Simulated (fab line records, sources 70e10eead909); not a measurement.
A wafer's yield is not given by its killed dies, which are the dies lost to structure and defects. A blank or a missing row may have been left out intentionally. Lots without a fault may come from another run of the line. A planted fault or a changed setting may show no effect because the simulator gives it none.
Chamber matching ; flow nand harc ; NHARC_A_M1_DESCUM_14 on rie diel-05 has 4 sister chambers
The step chemistry O2, time 3 s. 4 wafers are shown with their chamber, then 11 later ones without.

WAFERS WITH THEIR CHAMBER
wafer;chamber;drypump motor current A (A)
L082.3;0;5.3
L083.1;2;6.2
L083.5;1;5.6
L089.1;3;5.9

WAFERS WITHOUT THEIR CHAMBER
wafer;drypump motor current A (A)
L089.3;6.2
L089.4;5.4
L087.1;5.4
L087.5;5.9
L087.6;5.4
L092.1;5.6
L092.5;6.2
L092.6;5.6
L097.2;5.9
L097.4;5.6
L097.5;5.6

THE CHAMBER EACH PASSED THROUGH
wafer;from the rows above;in truth
L089.3;2;2
L089.4;can't be placed: 0 or 1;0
L087.1;can't be placed: 0 or 1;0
L087.5;3;3
L087.6;can't be placed: 0 or 1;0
L092.1;1;1
L092.5;2;2
L092.6;1;1
L097.2;3;3
L097.4;1;1
L097.5;1;1
8 of 11 placed correctly. Not placeable from these rows: 3 (in 3, the candidates include the true chamber). Wrongly placed: 0.
How it was worked out, from the rows above alone: a wafer's distance from a chamber is the root of the sum, over the readings, of the square of ((its reading less the chamber's mean) divided by the reading's scatter). The wafer belongs to the nearest chamber; if the next one is less than 2 further off, it can't be placed. A chamber's mean is the mean of its shown wafers. The scatter: root of mean squared gap, hidden wafer to nearest shown wafer, with one shown wafer a chamber.
